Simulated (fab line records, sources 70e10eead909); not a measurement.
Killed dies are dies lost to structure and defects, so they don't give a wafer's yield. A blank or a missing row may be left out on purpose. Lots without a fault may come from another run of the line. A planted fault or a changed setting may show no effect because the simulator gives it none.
Chamber matching | flow nand_harc | NHARC_P_STI_DESCUM_14 on rie_diel-09: 4 sister chambers
The step chemistry O2, time 3 s. 8 wafers are shown with their chamber, then 8 later ones without.

WAFERS WITH THEIR CHAMBER
wafer  | chamber | drypump_motor_current_A (A) | oes_product_au (a.u.)
L076.6 | 0       | 5.98                        | 1.018
L079.4 | 2       | 6.05                        | 0.999
L079.5 | 3       | 6.08                        | 1.004
L079.6 | 1       | 5.69                        | 1.012
L081.1 | 3       | 6.04                        | 1.007
L081.2 | 1       | 5.65                        | 1.006
L081.3 | 0       | 6.00                        | 1.030
L081.4 | 2       | 6.03                        | 1.011

WAFERS WITHOUT THEIR CHAMBER
wafer  | drypump_motor_current_A (A) | oes_product_au (a.u.)
L081.5 | 5.65                        | 1.002
L081.6 | 6.03                        | 0.999
L082.1 | 5.98                        | 1.017
L082.2 | 6.05                        | 1.011
L082.3 | 6.08                        | 1.003
L082.4 | 5.68                        | 1.005
L082.5 | 6.05                        | 1.006
L082.6 | 6.09                        | 1.006

WHICH CHAMBER EACH WENT THROUGH
wafer  | from the rows above     | in truth
L081.5 | 1                       | 1
L081.6 | can't be placed: 2 or 3 | 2
L082.1 | 0                       | 0
L082.2 | can't be placed: 3 or 2 | 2
L082.3 | can't be placed: 3 or 2 | 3
L082.4 | 1                       | 1
L082.5 | can't be placed: 3 or 2 | 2
L082.6 | can't be placed: 3 or 2 | 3
Placed correctly: 3 of 8. Can't be placed from these rows: 5 (the true chamber is among the candidates in 5). Placed wrongly: 0.
How it was worked out, from the rows above alone: a wafer's distance from a chamber is the root of the sum, over the readings, of the square of ((its reading less the chamber's mean) divided by the reading's scatter). The wafer belongs to the nearest chamber; if the next one is less than 2 further off, it can't be placed. A chamber's mean is the mean of its shown wafers. The scatter: the root of (the sum of the squares of (reading less its chamber's mean) over the shown wafers, divided by (wafers less chambers)).
